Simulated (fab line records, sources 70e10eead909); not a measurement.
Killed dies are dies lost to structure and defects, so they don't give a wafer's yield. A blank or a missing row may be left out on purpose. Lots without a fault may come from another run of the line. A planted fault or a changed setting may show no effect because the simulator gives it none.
fab line records | flow nand_harc
record lots=21 wafers=63 last_day=33
route steps=1302 shown A_STAIRCASE@881 A_SGD_CUT@905 A_WL_FILL@967
lots that met no fault: from a run of the same line without faults
start_h: hours from the record's first day to the start of the lot's first wafer shown | wait_h: hours since the lot's step before | " the same as in the row above | L1.1+2: a row that stands for several wafers | - no value, or no start given | * or withheld: withheld | < > ~ a bound
route shown NAME@n: a module of which the file shows steps, and the number in the route of the first | usual: mean/standard deviation of fault-free wafers | same: alike in all rows | chamber/n: place in a boat | sites: the reading at each site | _std_site: their standard deviation | _edge_site: outer sites' mean less inner sites' | radius_mm: how far each site lies from the wafer's centre | mask NAME#n: copy n | behind: the tool/chamber that last shaped the wafer | hold: why the lot was held/for how many hours/how that ended | device: the transistor (n, p or np) that didn't switch | end of line: the same wafers' tests at the end of the route | a step without rows: its recipe alone | killed: dies lost to structure and defects at the first sort, not the wafer's yield | map: a wafer's dies, x killed, . not, _ none there
set.NAME: the setting as run; set.NAME@STEP: as run at that earlier step | model.NAME: the simulator's own value behind a step, which no gauge read
steps of the route over a sample of lots; a table a step, a row a wafer
services: from which hour (start_h, from the record's first day; less than 0 if before it) a tool's chamber was out of use, for how many hours, and why
## steps
# step NHARC_A_STAIRCASE_ETCHBACK_422
# recipe target_depth_a=400 over_etch_frac=0.3 time_s=74.286 ion_energy_ev=120 ch3f_flow_sccm=50 o2_flow_sccm=30 ar_flow_sccm=200 rf_w=500 bias_w=100 chemistry=CH3F/O2
# usual drypump_motor_current_A=5.8/0.52 oes_product_au=0.96/0.037 rf_fwd_power_W=495.7/2.1 rf_vpp_V=244.3/2.1 showerhead_plenum_p_Torr=2.46/0.14 throttle_valve_pct=20.662/0.0088
# columns lot.wafer tool chamber start_h wait_h drypump_motor_current_A oes_product_au rf_fwd_power_W rf_hours_counter_h rf_vpp_V showerhead_plenum_p_Torr throttle_valve_pct
L074.1 rie_diel-02 0 436.51 0.2 5.8 1.02 496.8 14 248.2 2.61 20.669
L074.3 " 1 " " 6.1 1.01 495.4 14 245.1 2.46 20.663
L074.5 " 0 " " 5.8 1.02 495.9 - 246.9 2.61 20.664
L075.4 rie_diel-08 2 452.65 0.1 5.4 0.94 496.8 28 242.1 2.38 20.671
L075.2 " 0 " " 4.9 0.92 496.9 29 242.0 2.27 20.661
L075.3 " 1 " " 6.2 0.93 499.8 27 242.4 2.47 20.667
L076.4 rie_diel-02 3 452.94 0.1 6.6 1.00 497.5 9 245.0 2.64 20.665
L076.3 " 1 " " 6.1 1.01 495.3 22 244.4 2.46 20.667
L076.1 " 2 " " 6.0 1.00 492.5 22 244.2 2.37 20.665
L080.1 rie_diel-02 0 483.61 0.2 5.7 0.93 497.3 30 247.4 2.60 20.659
L080.4 " 1 " " 6.1 0.93 501.1 30 244.0 2.45 20.641
L080.5 " 3 " " 6.5 0.93 496.6 - 246.6 2.63 20.655
L078.2 rie_diel-08 3 497.34 0.1 6.2 0.98 492.3 42 240.0 2.29 20.648
L078.4 " 1 " " 6.2 0.99 499.7 40 244.7 2.46 20.668
L078.6 " 3 " " 6.2 0.99 492.0 - 241.5 2.29 20.665
L081.3 rie_diel-08 3 504.57 0.1 6.2 0.94 494.7 45 242.3 2.29 20.664
L081.2 " 1 " " 6.2 0.92 496.3 45 245.3 2.46 20.661
L081.6 " 0 " " 4.9 0.92 496.5 - 242.4 2.27 20.663
L079.3 rie_diel-08 3 504.92 0.2 6.2 0.94 495.0 45 241.5 2.29 20.661
L079.6 " 1 " " 6.2 0.93 497.3 - 245.2 2.46 20.669
L079.5 " 2 " " 5.4 0.92 496.5 - 244.0 2.37 20.657
L082.1 rie_diel-09 1 507.98 0.2 5.8 1.00 496.7 0 245.5 2.59 20.652
L082.4 " 2 " " 5.2 1.00 498.1 0 246.6 2.61 20.673
L082.5 " 0 " " 5.2 1.00 497.1 - 242.4 2.34 20.665
L084.3 rie_diel-08 1 538.29 0.2 6.2 0.92 496.6 54 244.1 2.46 20.672
L084.1 " 3 " " 6.2 0.92 492.9 55 241.4 2.29 20.678
L084.5 " 1 " " 6.2 0.93 495.3 - 244.7 2.45 20.683
L085.2 rie_diel-09 3 550.53 0.1 6.4 1.01 495.0 16 242.1 2.28 20.655
L085.3 " 2 " " 5.2 0.99 496.9 14 245.5 2.61 20.664
L085.6 " 3 " " 6.4 1.01 494.4 - 240.5 2.28 20.656
L087.1 rie_diel-08 0 559.77 0.1 4.9 0.98 492.9 1 245.5 2.66 20.676
L087.2 " 1 " " 6.2 1.00 494.1 1 244.0 2.45 20.679
L087.6 " 0 " " 4.9 0.99 491.9 - 248.1 2.66 20.650
L086.1 rie_diel-09 0 559.83 0.1 5.2 0.93 498.2 18 242.8 2.33 20.658
L086.4 " 1 " " 5.7 0.91 495.0 18 247.2 2.58 20.664
L086.3 " 2 " " 5.2 0.91 496.3 18 246.7 2.60 20.666
L089.3 rie_diel-08 1 581.65 0.1 6.2 0.96 497.3 6 244.0 2.45 20.649
L089.5 " 1 " " 6.2 0.96 496.9 - 243.7 2.45 20.670
L089.6 " 2 " " 5.4 0.95 495.2 - 243.4 2.36 20.671
L090.4 rie_diel-08 2 596.75 0.2 5.4 0.99 495.3 8 242.5 2.36 20.649
L090.2 " 3 " " 6.2 0.98 494.1 8 248.3 2.66 20.655
L090.1 " 0 " " 4.9 0.99 494.0 8 247.2 2.66 20.672
L088.3 rie_diel-02 3 602.29 0.2 6.6 1.02 494.9 8 247.1 2.61 20.666
L088.1 " 0 " " 5.7 1.02 495.3 9 247.0 2.58 20.649
L088.5 " 0 " " 5.7 1.00 496.2 - 245.8 2.58 20.660
L091.4 rie_diel-09 3 616.99 0.2 6.4 0.93 493.4 37 241.6 2.27 20.664
L091.6 " 1 " " 5.8 0.92 494.8 - 246.1 2.58 20.660
L091.5 " 2 " " 5.2 0.93 500.5 - 246.2 2.60 20.669
L092.4 rie_diel-09 2 617.08 0.2 5.2 0.92 497.2 40 246.3 2.59 20.678
L092.5 " 1 " " 5.8 0.92 495.5 - 245.5 2.58 20.679
L092.6 " 2 " " 5.2 0.92 495.4 - 246.3 2.60 20.647
L094.4 rie_diel-09 3 636.19 0.1 6.4 0.93 491.3 42 241.4 2.27 20.652
L094.1 " 0 " " 5.2 0.93 498.3 40 241.4 2.32 20.668
L094.5 " 0 " " 5.2 0.93 498.1 - 241.0 2.32 20.662
L093.4 rie_diel-08 1 636.88 0.1 6.2 0.93 493.9 20 244.7 2.44 20.655
L093.1 " 0 " " 4.9 0.91 492.2 23 246.9 2.65 20.667
L093.5 " 1 " " 6.2 0.93 495.2 - 245.1 2.44 20.674
L096.1 rie_diel-08 1 652.95 0.1 6.2 0.92 494.1 27 243.2 2.44 20.667
L096.4 " 2 " " 5.4 0.92 494.3 27 243.3 2.35 20.676
L096.6 " 1 " " 6.2 0.91 497.1 - 243.7 2.44 20.658
L097.4 rie_diel-08 1 667.17 0.2 6.2 0.92 497.9 31 244.7 2.44 20.660
L097.3 " 3 " " 6.2 0.93 494.7 35 246.5 2.65 20.672
L097.1 " 0 " " 4.9 0.91 495.5 34 248.5 2.65 20.672
# step NHARC_A_SGD_CUT_ETCH_58
# recipe target_depth_a=390 over_etch_frac=0.3 time_s=65 ion_energy_ev=80 cf4_flow_sccm=150 ar_flow_sccm=0 rf_w=300 bias_w=100 chemistry=CF4
# usual cf4_flow_sccm=150.0/0.45 drypump_motor_current_A=5.7/0.43 oes_product_au=1.005/0.012 rf_fwd_power_W=297.2/1.1 rf_vpp_V=151.1/0.82 showerhead_plenum_p_Torr=1.76/0.044 throttle_valve_pct=13.284/0.0094
# columns lot.wafer tool chamber start_h wait_h cf4_flow_sccm drypump_motor_current_A oes_product_au rf_fwd_power_W rf_hours_counter_h rf_vpp_V showerhead_plenum_p_Torr throttle_valve_pct
L074.1 rie_diel-13 0 438.69 0.1 150.4 5.5 1.012 297.3 7 151.8 1.81 13.279
L074.3 " 3 " " 150.0 5.0 0.989 298.9 8 150.5 1.75 13.282
L074.5 " 1 " " 149.7 6.4 1.000 297.3 - 150.2 1.73 13.275
L075.4 rie_diel-10 2 454.83 0.1 150.2 5.7 1.009 296.6 1 150.5 1.71 13.297
L075.2 " 3 " " 149.7 6.4 1.000 297.0 1 152.0 1.84 13.298
L075.3 " 1 " " 150.1 5.4 0.995 296.7 1 149.7 1.75 13.294
L076.3 rie_diel-07 1 455.33 0.1 150.2 5.2 0.996 297.5 9 152.1 1.76 13.274
L076.4 " 2 " " 150.9 5.9 0.980 297.1 9 149.9 1.75 13.281
L076.1 " 0 " " 149.5 6.0 1.010 297.7 10 149.7 1.70 13.288
L080.1 rie_diel-10 0 486.03 0.1 150.2 5.6 1.021 297.7 3 151.2 1.82 13.296
L080.4 " 1 " " 149.7 5.4 0.993 297.1 3 150.8 1.75 13.276
L080.5 " 3 " " 149.1 6.4 0.995 297.7 - 152.3 1.84 13.268
L078.2 rie_diel-13 2 499.66 0.1 149.9 5.4 0.982 297.7 10 151.4 1.72 13.288
L078.4 " 3 " " 150.1 5.1 0.989 300.5 11 152.0 1.75 13.292
L078.6 " 2 " " 150.2 5.4 0.988 297.3 - 151.4 1.72 13.302
L081.3 rie_diel-07 1 506.94 0.1 149.8 5.2 0.996 298.0 1 150.6 1.76 13.288
L081.2 " 3 " " 149.9 5.4 1.023 298.4 2 151.6 1.78 13.278
L081.6 " 1 " " 149.9 5.2 0.998 297.3 - 150.0 1.76 13.271
L079.3 rie_diel-13 2 507.22 0.1 149.4 5.4 0.989 297.2 11 151.8 1.72 13.300
L079.5 " 0 " " 149.8 5.5 1.006 296.1 - 152.4 1.81 13.296
L079.6 " 1 " " 151.3 6.4 1.006 297.6 - 150.3 1.72 13.293
L082.4 rie_diel-10 1 510.28 0.1 150.1 5.4 1.002 297.4 4 151.1 1.75 13.283
L082.1 " 3 " " 150.0 6.4 0.994 296.9 5 152.3 1.84 13.304
L082.5 " 1 " " 151.0 5.4 1.010 297.2 - 151.4 1.75 13.291
L084.3 rie_diel-13 2 540.52 0.1 149.3 5.4 0.997 296.0 2 150.4 1.72 13.284
L084.1 " 0 " " 150.0 5.5 0.989 296.6 1 152.6 1.81 13.279
L084.5 " 2 " " 149.4 5.4 0.998 295.3 - 150.7 1.72 13.286
L085.3 rie_diel-10 1 552.87 0.1 149.4 5.4 1.000 297.0 6 151.0 1.75 13.270
L085.2 " 2 " " 150.3 5.7 1.012 296.9 6 150.8 1.71 13.288
L085.6 " 0 " " 150.8 5.5 1.032 297.0 - 151.7 1.81 13.284
L086.4 rie_diel-07 0 562.13 0.1 149.9 6.0 1.028 296.5 5 151.0 1.70 13.289
L086.3 " 1 " " 150.3 5.2 1.007 298.7 5 151.5 1.76 13.281
L086.1 " 3 " " 149.8 5.3 1.001 296.2 5 153.0 1.78 13.273
L087.2 rie_diel-10 2 562.32 0.1 149.7 5.7 1.014 297.9 7 150.9 1.71 13.280
L087.1 " 0 " " 149.7 5.6 1.034 298.8 8 151.3 1.81 13.294
L087.6 " 2 " " 150.0 5.7 1.009 296.4 - 150.4 1.71 13.282
L089.3 rie_diel-07 3 583.96 0.1 149.4 5.4 1.005 299.1 6 151.0 1.78 13.274
L089.5 " 2 " " 149.6 5.9 1.017 295.5 - 150.9 1.75 13.283
L089.6 " 3 " " 149.8 5.3 0.999 297.8 - 152.4 1.78 13.278
L090.1 rie_diel-13 2 598.98 0.1 149.9 5.4 0.993 296.4 5 150.8 1.72 13.286
L090.2 " 3 " " 150.3 5.1 1.008 297.6 8 151.5 1.75 13.292
L090.4 " 1 " " 150.3 6.4 1.011 296.2 9 149.9 1.72 13.265
L088.3 rie_diel-13 2 604.80 0.1 150.1 5.4 0.987 297.2 5 151.2 1.72 13.265
L088.1 " 0 " " 149.8 5.5 0.995 296.5 10 152.8 1.80 13.296
L088.5 " 2 " " 149.9 5.4 0.988 296.2 - 150.4 1.72 13.283
L091.4 rie_diel-07 2 619.38 0.1 149.3 5.9 1.009 294.8 8 151.3 1.75 13.275
L091.6 " 2 " " 149.6 5.9 0.999 295.1 - 150.7 1.75 13.283
L091.5 " 3 " " 149.6 5.3 1.013 297.6 - 151.6 1.78 13.288
L092.4 rie_diel-13 2 619.55 0.1 149.7 5.4 0.993 296.0 6 151.3 1.72 13.287
L092.5 " 2 " " 150.5 5.4 1.001 294.9 - 150.4 1.72 13.270
L092.6 " 3 " " 150.0 5.1 1.003 299.8 - 151.4 1.75 13.281
L094.1 rie_diel-13 2 638.90 0.1 149.1 5.4 0.992 296.4 8 151.0 1.72 13.280
L094.4 " 3 " " 150.1 5.1 0.996 297.9 11 150.2 1.75 13.287
L094.5 " 2 " " 149.6 5.4 0.987 295.3 - 150.7 1.72 13.268
L093.1 rie_diel-10 1 639.38 0.1 150.5 5.4 0.985 298.0 2 151.6 1.75 13.303
L093.4 " 2 " " 149.3 5.7 1.002 298.6 0 150.6 1.71 13.282
L093.5 " 3 " " 149.6 6.4 1.003 296.3 - 152.5 1.84 13.285
L096.4 rie_diel-13 2 655.25 0.1 149.8 5.3 0.983 296.0 9 149.3 1.72 13.289
L096.1 " 1 " " 149.8 6.4 1.015 296.6 13 151.7 1.72 13.282
L096.6 " 2 " " 149.8 5.4 0.990 295.1 - 151.5 1.72 13.275
L097.3 rie_diel-10 2 669.47 0.1 150.1 5.7 0.996 298.4 2 150.5 1.71 13.279
L097.4 " 0 " " 150.2 5.6 1.015 297.2 3 151.5 1.81 13.283
L097.1 " 1 " " 149.1 5.4 0.982 296.5 3 149.9 1.75 13.285
# step NHARC_A_SGD_CUT_ETCHBACK_24
# recipe target_depth_a=500 over_etch_frac=0.3 time_s=92.857 ion_energy_ev=120 ch3f_flow_sccm=50 o2_flow_sccm=30 ar_flow_sccm=200 rf_w=500 bias_w=100 chemistry=CH3F/O2
# usual drypump_motor_current_A=5.7/0.42 oes_product_au=0.98/0.034 rf_fwd_power_W=496.8/1.7 rf_vpp_V=244.2/1.3 showerhead_plenum_p_Torr=2.45/0.066 throttle_valve_pct=20.663/0.0089
# columns lot.wafer tool chamber start_h wait_h drypump_motor_current_A oes_product_au rf_fwd_power_W rf_hours_counter_h rf_vpp_V showerhead_plenum_p_Torr throttle_valve_pct
L074.1 rie_diel-10 0 445.02 0.1 5.6 1.03 496.7 1 244.7 2.53 20.650
L074.3 " 2 " " 5.7 1.02 500.0 1 242.3 2.37 20.657
L074.5 " 3 " " 6.4 1.00 495.1 - 246.5 2.57 20.656
L075.3 rie_diel-10 0 461.29 0.1 5.6 0.95 496.6 2 245.5 2.53 20.663
L075.2 " 2 " " 5.7 0.94 497.9 1 242.4 2.37 20.655
L075.4 " 3 " " 6.4 0.92 495.7 2 246.6 2.57 20.662
L076.1 rie_diel-10 2 461.38 0.1 5.7 1.02 495.2 1 242.5 2.37 20.666
L076.3 " 3 " " 6.4 1.01 496.5 2 244.9 2.57 20.660
L076.4 " 0 " " 5.6 1.02 499.1 2 245.5 2.53 20.653
L080.4 rie_diel-10 2 493.49 0.1 5.7 0.93 494.9 3 244.0 2.37 20.655
L080.1 " 3 " " 6.4 0.91 495.2 4 247.8 2.57 20.662
L080.5 " 2 " " 5.7 0.94 499.9 - 243.0 2.37 20.663
L078.4 rie_diel-13 1 506.15 0.1 6.4 0.93 496.3 11 241.7 2.39 20.667
L078.2 " 3 " " 5.1 0.91 499.6 11 244.3 2.43 20.652
L078.6 " 2 " " 5.4 0.91 495.7 - 244.1 2.39 20.673
L082.1 rie_diel-13 1 514.49 0.1 6.4 1.01 496.7 12 242.6 2.39 20.675
L082.4 " 2 " " 5.4 0.98 496.7 12 243.4 2.39 20.645
L082.5 " 1 " " 6.4 1.00 497.1 - 242.8 2.39 20.663
L081.3 rie_diel-10 3 514.55 0.2 6.3 0.99 496.1 5 246.0 2.57 20.661
L081.2 " 0 " " 5.6 1.01 496.9 5 246.2 2.52 20.667
L081.6 " 3 " " 6.4 0.99 496.7 - 245.9 2.57 20.664
L079.3 rie_diel-07 3 514.56 0.2 5.3 1.01 495.9 3 245.4 2.48 20.664
L079.6 " 2 " " 5.9 1.00 495.0 - 244.7 2.43 20.670
L079.5 " 3 " " 5.3 1.01 497.8 - 243.9 2.48 20.672
L084.1 rie_diel-10 0 548.29 0.1 5.6 1.03 493.9 7 244.7 2.52 20.655
L084.3 " 1 " " 5.4 1.01 494.8 6 243.6 2.43 20.676
L084.5 " 3 " " 6.4 1.00 497.0 - 245.9 2.57 20.642
L085.2 rie_diel-13 0 559.14 0.1 5.5 0.98 495.6 4 245.9 2.51 20.659
L085.3 " 1 " " 6.4 1.00 495.5 4 243.9 2.39 20.669
L085.6 " 3 " " 5.1 0.99 497.3 - 243.3 2.43 20.652
L087.1 rie_diel-07 0 568.66 0.2 6.0 1.00 498.6 5 242.3 2.35 20.664
L087.2 " 2 " " 5.9 1.00 494.3 6 243.8 2.43 20.660
L087.6 " 0 " " 6.0 1.02 497.7 - 244.0 2.35 20.669
L086.3 rie_diel-10 1 568.66 0.1 5.4 1.01 495.7 7 245.2 2.43 20.667
L086.4 " 2 " " 5.7 1.01 498.4 7 242.7 2.37 20.666
L086.1 " 3 " " 6.4 1.00 495.7 8 245.3 2.56 20.667
L089.3 rie_diel-07 0 590.13 0.2 6.0 0.95 501.7 6 241.1 2.35 20.659
L089.5 " 2 " " 5.9 0.94 497.9 - 243.4 2.43 20.664
L089.6 " 3 " " 5.3 0.94 498.2 - 245.2 2.48 20.664
L090.2 rie_diel-07 0 605.14 0.1 6.0 0.97 498.5 7 244.0 2.35 20.659
L090.4 " 1 " " 5.2 0.96 498.2 7 242.1 2.45 20.660
L090.1 " 2 " " 5.9 0.97 493.9 8 245.6 2.43 20.671
L088.3 rie_diel-10 3 611.34 0.1 6.4 1.01 492.6 0 245.4 2.57 20.670
L088.1 " 1 " " 5.4 0.99 497.9 0 242.3 2.43 20.679
L088.5 " 0 " " 5.6 1.02 497.7 - 244.8 2.52 20.666
L091.4 rie_diel-13 3 627.24 0.2 5.1 0.94 496.4 10 244.1 2.43 20.663
L091.5 " 0 " " 5.5 0.93 495.2 - 245.1 2.51 20.660
L091.6 " 1 " " 6.4 0.95 496.2 - 243.3 2.39 20.668
L092.5 rie_diel-10 0 627.33 0.2 5.6 1.02 499.0 - 245.5 2.52 20.654
L092.6 " 1 " " 5.4 0.99 498.2 - 243.2 2.43 20.665
L092.4 " 3 " " 6.4 1.01 495.8 - 245.5 2.56 20.657
L093.1 rie_diel-10 3 645.20 0.1 6.4 0.94 497.4 2 245.9 2.56 20.665
L093.4 " 2 " " 5.7 0.94 495.8 1 243.3 2.37 20.661
L093.5 " 0 " " 5.6 0.95 497.9 - 244.9 2.52 20.662
L094.4 rie_diel-07 1 645.21 0.1 5.2 1.02 498.1 10 245.3 2.45 20.673
L094.1 " 2 " " 5.9 1.00 493.0 11 245.2 2.42 20.665
L094.5 " 2 " " 5.9 1.00 495.1 - 243.1 2.43 20.651
L096.4 rie_diel-07 2 661.60 0.2 5.9 1.00 493.8 0 243.1 2.42 20.647
L096.1 " 0 " " 6.0 1.00 498.5 0 241.9 2.35 20.671
L096.6 " 1 " " 5.2 0.99 496.3 - 244.8 2.45 20.654
L097.3 rie_diel-07 1 675.74 0.2 5.2 0.99 495.9 0 243.3 2.45 20.669
L097.4 " 2 " " 5.9 1.01 494.0 0 244.8 2.42 20.665
L097.1 " 0 " " 6.0 1.00 501.2 0 242.4 2.35 20.668
# step NHARC_A_SGD_CUT_INSPECT_25
# usual raw_defect_count=392/83
# columns lot.wafer tool chamber start_h wait_h raw_defect_count
L074.1 defect_inspect-01 - 445.25 - 375
L074.3 " - " " 472
L074.5 " - " " 383
L075.2 defect_inspect-01 - 461.57 - 328
L075.3 " - " " 354
L075.4 " - " " 407
L076.1 defect_inspect-02 - 461.62 - 569
L076.3 " - " " 436
L076.4 " - " " 401
L080.1 defect_inspect-01 - 493.73 - 340
L080.4 " - " " 271
L080.5 " - " " 347
L078.2 defect_inspect-01 - 506.39 - 443
L078.4 " - " " 488
L078.6 " - " " 533
L082.1 defect_inspect-01 - 514.73 - 313
L082.4 " - " " 321
L082.5 " - " " 412
L079.3 defect_inspect-02 - 514.78 - 428
L079.5 " - " " 356
L079.6 " - " " 422
L081.2 defect_inspect-01 - 514.80 - 323
L081.3 " - " " 424
L081.6 " - " " 318
L084.1 defect_inspect-02 - 548.52 - 281
L084.3 " - " " 378
L084.5 " - " " 296
L085.2 defect_inspect-01 - 559.42 - 332
L085.3 " - " " 399
L085.6 " - " " 347
L087.1 defect_inspect-02 - 568.90 - 393
L087.2 " - " " 352
L087.6 " - " " 323
L086.1 defect_inspect-01 - 568.90 - 532
L086.3 " - " " 394
L086.4 " - " " 373
L089.3 defect_inspect-01 - 590.34 - 483
L089.5 " - " " 430
L089.6 " - " " 579
L090.1 defect_inspect-01 - 605.38 - 290
L090.2 " - " " 329
L090.4 " - " " 319
L088.1 defect_inspect-01 - 611.61 - 469
L088.3 " - " " 371
L088.5 " - " " 412
L091.4 defect_inspect-02 - 627.44 - 381
L091.5 " - " " 454
L091.6 " - " " 444
L092.4 defect_inspect-01 - 627.55 - 330
L092.5 " - " " 282
L092.6 " - " " 344
L093.1 defect_inspect-02 - 645.45 - 308
L093.4 " - " " 237
L093.5 " - " " 328
L094.1 defect_inspect-01 - 645.45 - 344
L094.4 " - " " 412
L094.5 " - " " 427
L096.1 defect_inspect-02 - 661.83 - 358
L096.4 " - " " 388
L096.6 " - " " 294
L097.1 defect_inspect-01 - 675.98 - 408
L097.3 " - " " 363
L097.4 " - " " 321
# step NHARC_A_WL_FILL_STRIP_29
# recipe time_s=20 o2_flow_sccm=500 ar_flow_sccm=0 bias_w=0 chemistry=O2
# usual drypump_motor_current_A=5.87/0.29 oes_product_au=1.002/0.014 rf_vpp_V=57.7/0.9 showerhead_plenum_p_Torr=3.47/0.15 throttle_valve_pct=17.036/0.0091
# columns lot.wafer tool chamber start_h wait_h drypump_motor_current_A oes_product_au rf_hours_counter_h rf_vpp_V showerhead_plenum_p_Torr throttle_valve_pct
L074.3 rie_diel-12 2 483.45 0.1 5.14 1.004 0.5 58.7 3.33 17.034
L074.1 " 0 " " 6.23 0.997 0.5 57.7 3.43 17.035
L074.5 " 2 " " 5.17 1.014 - 58.6 3.33 17.031
L076.1 rie_diel-01 3 493.68 0.1 5.76 1.015 3.7 57.5 3.32 17.051
L076.4 " 0 " " 6.05 1.005 3.6 58.4 3.48 17.025
L076.3 " 1 " " 5.86 0.988 3.4 55.6 3.36 17.032
L075.4 rie_diel-05 3 493.75 0.1 5.81 1.010 3.1 57.8 3.48 17.036
L075.2 " 0 " " 6.03 0.995 3.6 56.2 3.32 17.028
L075.3 " 1 " " 6.03 1.005 3.3 57.6 3.56 17.044
L080.4 rie_diel-05 0 526.82 0.1 5.97 0.993 5.0 57.6 3.32 17.041
L080.1 " 2 " " 5.84 1.017 4.1 58.0 3.64 17.039
L080.5 " 0 " " 5.98 1.000 - 58.0 3.32 17.043
L078.4 rie_diel-12 2 537.88 0.1 5.13 0.993 2.5 57.6 3.33 17.038
L078.2 " 1 " " 5.59 0.991 2.5 58.5 3.73 17.047
L078.6 " 2 " " 5.15 1.004 - 58.2 3.33 17.030
L079.3 rie_diel-01 0 544.38 0.1 6.09 1.003 5.2 58.4 3.48 17.034
L079.5 " 2 " " 6.36 1.010 - 56.8 3.39 17.046
L079.6 " 3 " " 5.75 1.009 - 57.5 3.32 17.036
L082.1 rie_diel-05 3 544.40 0.1 5.82 1.006 5.5 57.1 3.48 17.030
L082.4 " 1 " " 6.02 1.012 5.4 57.6 3.55 17.033
L082.5 " 3 " " 5.82 0.999 - 58.5 3.48 17.033
L081.2 rie_diel-12 0 550.53 0.1 6.22 0.993 3.0 57.4 3.43 17.045
L081.3 " 2 " " 5.15 0.993 3.2 58.4 3.33 17.031
L081.6 " 3 " " 5.69 1.032 - 58.0 3.79 17.032
L084.3 rie_diel-05 1 582.53 0.1 6.01 0.992 7.5 57.7 3.55 17.033
L084.1 " 2 " " 5.84 1.009 7.1 57.8 3.64 17.056
L084.5 " 2 " " 5.83 1.008 - 57.0 3.64 17.054
L085.3 rie_diel-01 0 596.32 0.1 6.11 1.001 0.7 57.9 3.48 17.045
L085.2 " 1 " " 5.87 1.029 0.7 57.7 3.36 17.033
L085.6 " 3 " " 5.77 0.999 - 57.3 3.32 17.052
L087.1 rie_diel-01 0 606.39 0.1 6.10 0.985 0.9 59.4 3.48 17.031
L087.2 " 1 " " 5.90 1.020 1.0 58.5 3.36 17.041
L087.6 " 3 " " 5.78 0.998 - 58.1 3.32 17.021
L086.1 rie_diel-01 3 606.42 0.1 5.76 1.004 1.0 58.7 3.32 17.025
L086.3 " 0 " " 6.06 0.995 0.9 57.4 3.48 17.033
L086.4 " 1 " " 5.89 1.021 1.0 56.5 3.36 17.033
L089.3 rie_diel-05 2 619.71 0.1 5.86 1.021 2.3 59.7 3.63 17.049
L089.6 " 1 " " 6.02 0.962 - 58.8 3.55 17.031
L089.5 " 2 " " 5.86 1.026 - 58.6 3.63 17.014
L090.1 rie_diel-05 1 634.92 0.1 6.04 0.966 2.7 57.2 3.55 17.030
L090.4 " 2 " " 5.86 1.017 2.8 56.4 3.63 17.023
L090.2 " 3 " " 5.81 1.004 2.7 56.1 3.48 17.032
L088.1 rie_diel-01 1 644.34 0.1 5.89 1.025 2.1 57.2 3.36 17.038
L088.3 " 2 " " 6.37 1.003 2.2 57.7 3.39 17.033
L088.5 " 3 " " 5.77 1.009 - 57.5 3.32 17.032
L091.4 rie_diel-01 1 657.81 0.1 5.87 1.022 2.2 56.6 3.36 17.036
L091.6 " 2 " " 6.33 1.005 - 59.5 3.39 17.035
L091.5 " 3 " " 5.77 1.000 - 57.5 3.32 17.047
L092.4 rie_diel-05 0 657.88 0.1 6.00 0.985 3.5 57.2 3.32 17.044
L092.5 " 2 " " 5.85 1.019 - 57.3 3.63 17.039
L092.6 " 3 " " 5.80 1.007 - 57.6 3.47 17.049
L093.4 rie_diel-12 2 676.31 0.1 5.15 1.007 1.3 57.2 3.33 17.045
L093.1 " 3 " " 5.69 0.987 1.5 57.1 3.79 17.045
L093.5 " 2 " " 5.16 1.021 - 56.0 3.33 17.041
L094.1 rie_diel-05 3 679.45 0.1 5.81 1.003 5.2 57.4 3.47 17.021
L094.4 " 0 " " 5.99 0.970 4.8 57.5 3.32 17.046
L094.5 " 3 " " 5.80 1.010 - 58.2 3.47 17.046
L096.4 rie_diel-01 2 701.93 0.1 6.33 0.998 4.1 57.1 3.39 17.019
L096.1 " 0 " " 6.10 1.001 3.5 57.1 3.47 17.032
L096.6 " 3 " " 5.78 1.006 - 57.7 3.32 17.020
L097.4 rie_diel-01 1 708.10 0.1 5.87 1.004 4.0 57.3 3.36 17.051
L097.1 " 2 " " 6.38 0.991 4.2 57.4 3.39 17.027
L097.3 " 3 " " 5.77 1.002 4.0 57.6 3.32 17.046
# step NHARC_A_WL_FILL_INSPECT_15
# usual raw_defect_count=490/120
# columns lot.wafer tool chamber start_h wait_h raw_defect_count
L074.1 defect_inspect-02 - 489.76 0.0 380
L074.3 " - " " 453
L074.5 " - " " 451
L076.1 defect_inspect-01 - 500.04 0.0 649
L076.3 " - " " 575
L076.4 " - " " 739
L075.2 defect_inspect-01 - 500.05 0.0 521
L075.3 " - " " 480
L075.4 " - " " 552
L080.1 defect_inspect-02 - 533.22 0.0 587
L080.4 " - " " 635
L080.5 " - " " 394
L078.2 defect_inspect-02 - 545.87 0.0 431
L078.4 " - " " 473
L078.6 " - " " 603
L079.3 defect_inspect-01 - 550.74 0.1 455
L079.5 " - " " 549
L079.6 " - " " 448
L082.1 defect_inspect-02 - 550.86 0.0 461
L082.4 " - " " 341
L082.5 " - " " 356
L081.2 defect_inspect-02 - 557.00 0.0 458
L081.3 " - " " 414
L081.6 " - " " 407
L084.1 defect_inspect-01 - 589.36 0.0 348
L084.3 " - " " 324
L084.5 " - " " 406
L085.2 defect_inspect-02 - 602.68 0.0 440
L085.3 " - " " 481
L085.6 " - " " 468
L087.1 defect_inspect-02 - 612.77 0.0 483
L087.2 " - " " 385
L087.6 " - " " 437
L086.1 defect_inspect-01 - 612.77 0.0 517
L086.3 " - " " 477
L086.4 " - " " 545
L089.3 defect_inspect-02 - 626.21 0.0 863
L089.5 " - " " 1048
L089.6 " - " " 936
L090.1 defect_inspect-01 - 641.38 0.0 445
L090.2 " - " " 592
L090.4 " - " " 491
L088.1 defect_inspect-02 - 650.78 0.0 541
L088.3 " - " " 452
L088.5 " - " " 488
L092.4 defect_inspect-02 - 664.23 0.0 397
L092.5 " - " " 330
L092.6 " - " " 477
L091.4 defect_inspect-01 - 664.24 0.0 448
L091.5 " - " " 393
L091.6 " - " " 464
L093.1 defect_inspect-02 - 682.76 0.0 405
L093.4 " - " " 427
L093.5 " - " " 377
L094.1 defect_inspect-02 - 685.80 0.0 464
L094.4 " - " " 459
L094.5 " - " " 328
L096.1 defect_inspect-01 - 709.23 0.0 462
L096.4 " - " " 475
L096.6 " - " " 470
L097.1 defect_inspect-01 - 714.54 0.0 408
L097.3 " - " " 375
L097.4 " - " " 413
## services
# columns tool chamber start_h hours kind
rie_diel-10 - 419.50 9.0 pm
rie_diel-05 2 433.75 3.5 repair
rie_diel-13 - 448.17 18.2 repair
rie_diel-09 - 456.73 0.4 repair
rie_diel-07 - 471.20 9.0 pm
rie_diel-13 - 519.03 9.0 pm
rie_diel-10 - 534.92 1.6 repair
rie_diel-08 - 547.65 9.0 pm
rie_diel-01 - 557.80 9.0 pm
rie_diel-13 2 557.99 32.2 repair
rie_diel-05 1 562.57 6.9 repair
rie_diel-13 - 578.30 0.2 repair
rie_diel-05 - 583.60 9.0 pm
rie_diel-10 3 585.46 3.2 repair
rie_diel-10 - 596.50 9.0 pm
rie_diel-08 1 600.69 6.9 repair
rie_diel-10 2 621.59 7.9 repair
rie_diel-13 3 645.19 5.3 repair
rie_diel-07 - 648.20 9.0 pm
rie_diel-01 - 681.01 3.2 repair
rie_diel-01 0 692.81 4.3 repair
rie_diel-13 - 696.03 9.0 pm
rie_diel-07 2 702.83 16.4 repair
rie_diel-01 - 703.85 2.2 repair
## key
fault none
